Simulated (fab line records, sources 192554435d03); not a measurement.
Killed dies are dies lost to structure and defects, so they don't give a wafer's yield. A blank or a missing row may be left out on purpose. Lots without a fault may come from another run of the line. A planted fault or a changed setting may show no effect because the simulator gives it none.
Chamber matching | flow n5_finfet | N5_GATE_CUT_CMP_23 on cmp-04: 4 sister chambers
The step polishes, stops on SiO2, t overpolish 23.4 s, target thk 16 nm. 8 wafers are shown with their chamber, then 8 later ones without.

WAFERS WITH THEIR CHAMBER
wafer  | chamber | motor_current_A (A) | time_to_endpoint_s (s)
L077.6 | 1       | 9.7                 | 18.2
L082.4 | 2       | 7.7                 | 17.9
L084.4 | 1       | 9.6                 | 19.7
L084.6 | 2       | 7.8                 | 23.1
L089.2 | 3       | 8.9                 | 18.2
L089.4 | 0       | 8.3                 | 15.8
L089.5 | 0       | 8.1                 | 17.9
L090.1 | 3       | 9.6                 | 21.5

WAFERS WITHOUT THEIR CHAMBER
wafer  | motor_current_A (A) | time_to_endpoint_s (s)
L090.2 | 10.1                | 21.9
L090.3 | 8.7                 | 18.2
L091.1 | 9.6                 | 18.6
L091.5 | 8.0                 | 21.4
L091.6 | 9.1                 | 18.2
L092.1 | 8.0                 | 20.1
L092.3 | 8.2                 | 16.9
L092.4 | 10.2                | 17.1

WHICH CHAMBER EACH WENT THROUGH
wafer  | from the rows above               | in truth
L090.2 | can't be placed: 1 or 3           | 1
L090.3 | can't be placed: 0 or 3 or 1 or 2 | 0
L091.1 | can't be placed: 1 or 3           | 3
L091.5 | can't be placed: 2 or 0           | 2
L091.6 | can't be placed: 3 or 1           | 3
L092.1 | can't be placed: 2 or 0           | 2
L092.3 | 0                                 | 0
L092.4 | can't be placed: 1 or 3           | 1
Placed correctly: 1 of 8. Can't be placed from these rows: 7 (the true chamber is among the candidates in 7). Placed wrongly: 0.
How it was worked out, from the rows above alone: a wafer's distance from a chamber is the root of the sum, over the readings, of the square of ((its reading less the chamber's mean) divided by the reading's scatter). The wafer belongs to the nearest chamber; if the next one is less than 2 further off, it can't be placed. A chamber's mean is the mean of its shown wafers. The scatter: the root of (the sum of the squares of (reading less its chamber's mean) over the shown wafers, divided by (wafers less chambers)).
